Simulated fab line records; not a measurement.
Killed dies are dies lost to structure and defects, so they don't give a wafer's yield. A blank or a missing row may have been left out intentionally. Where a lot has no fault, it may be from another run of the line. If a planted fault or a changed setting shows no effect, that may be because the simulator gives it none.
Struck lot and sound lot, side by side :: flow nand_harc :: 20 steps out of a route of 1159
Sound: wafers L704.1, L704.3, L704.6. Struck: wafer L719.2. (L719.3, L719.5 of the same lot were not struck and are left out.) The cause comes at the end.
Order at every step that has rows: each side's tool, ch and its chambers, its first start. Under that, the readings that differ: sound wafers :: struck wafers :: difference of the means :: sigmas: that difference in standard deviations of wafers without a fault.
alike: a reading whose means differ by less than 2 such deviations, as well as words and numbers matching on both sides. not compared: withheld readings; readings where some wafer has no value; bounds like >300 that might hide an equal value; numbers whose values overlap and for which the record gives no deviation.
A row with sigmas, a row that says differs or no value, or rows on one side alone: a step with any of these is where the two part. Numbers that have no deviation but don't overlap get no sigmas and don't part them. A reading that every wafer of one side lacks parts them only if that side has two wafers or more.

first, 7 steps without rows for these wafers: NHARC_A_ZERO_WELL_COAT_18 (time 65 s); NHARC_A_ZERO_WELL_COAT_04 (resist thk 600 nm); NHARC_A_ZERO_WELL_SOFTBAKE_05 (time 70 s); NHARC_A_ZERO_WELL_EBR_06; NHARC_A_ZERO_WELL_EXPOSE_07 (exposes mask A ZERO); NHARC_A_ZERO_WELL_PEB_08 (peb time 80 s); NHARC_A_ZERO_WELL_DEVELOP_09 (time 50 s).
NHARC_A_ZERO_WELL_CD_MEAS_10 targets a cd of 2000 nm.
  sound on cd_sem-01 ch 0, day 7 04:52; struck on cd_sem-03 ch 0, day 10 18:32
  alike: cd_nm
then, 1 step without rows for these wafers: NHARC_A_ZERO_WELL_HARDBAKE_11 (time 65 s).
NHARC_A_ZERO_WELL_DESCUM_12: chemistry O2, time 3 s.
  sound on rie_diel-07 ch 1,2,3, day 7 05:02; struck on rie_diel-08 ch 2, day 10 18:41
  alike: drypump_motor_current_A, oes_product_au, rf_vpp_V, showerhead_plenum_p_Torr, throttle_valve_pct
  not compared: rf_hours_counter_h
NHARC_A_ZERO_WELL_ETCH_19: etches the open film in N2/H2, target depth 80 nm, overetch 24 nm, time 87.88 s.
  sound on rie_diel-07 ch 1,2,3, day 7 05:08; struck on rie_diel-08 ch 2, day 10 18:47
  alike: drypump_motor_current_A, oes_product_au, rf_vpp_V, showerhead_plenum_p_Torr, throttle_valve_pct
  not compared: rf_hours_counter_h
NHARC_A_ZERO_WELL_ETCH_13: etches the open film in HBr/Cl2, target depth 120 nm, time 40.1 s.
  sound on rie_si-06 ch 1,3, day 7 05:17; struck on rie_si-06 ch 3, day 10 18:56
  alike: drypump_motor_current_A, oes_product_au, throttle_valve_pct
  not compared: rf_hours_counter_h
NHARC_A_ZERO_WELL_STRIP_14: strips in SPM, time 900 s.
  sound on wet_bench-02 ch 1,3,5, day 7 05:25; struck on wet_bench-02 ch 0,5,6, day 10 19:05
then, 3 steps without rows for these wafers: NHARC_A_ZERO_WELL_IMPLANT_15; NHARC_A_ZERO_WELL_PRECLEAN_22 (cleans in SC1, time 60 s); NHARC_A_ZERO_WELL_SRD_23.
NHARC_A_ZERO_WELL_RTA_16: time 10 s.
  sound on rtp_anneal-01 ch 0, day 7 06:11; struck on rtp_anneal-02 ch 0, day 10 19:53
reading: lamp_power_pct (%)
sound: 30.63 30.60 30.59
struck: 30.38
difference: -0.23
sigmas: -2

reading: lamp_zone_4_pct (%)
sound: 30.64 30.65 30.59
struck: 30.42
difference: -0.21
sigmas: -2

reading: wafer_temp_C_max
sound: 1004.6 1006.7 1005.9
struck: 1002.7
difference: -3.0
sigmas: -2
NHARC_A_ZERO_WELL_INSPECT_17:
  sound: defect_inspect-02 at day 7 06:23; struck: defect_inspect-01 at day 10 20:04
reading: raw_defect_count
sound: 19 15 6
struck: 1089
difference: +1076
sigmas: +99 or more
then, 1 step without rows for these wafers: NHARC_A_SOURCE_PLATE_PRECLEAN_00 (cleans in HF-LAST, time 60 s).
-- jump in the record: it breaks off in module A_SOURCE_PLATE and resumes in module END (first step shown: number 1159 of the route), and 13 days separate the struck wafers' starts before and after --
NHARC_END_SORT_01:
  at this point the record logs the struck wafers (prober-01 ch 0, day 23 21:07) and has no rows for the sound ones

## WHERE THEY PART
First at NHARC_A_ZERO_WELL_RTA_16; last, within this record, at NHARC_END_SORT_01.

WHY: what had been put in by the simulator
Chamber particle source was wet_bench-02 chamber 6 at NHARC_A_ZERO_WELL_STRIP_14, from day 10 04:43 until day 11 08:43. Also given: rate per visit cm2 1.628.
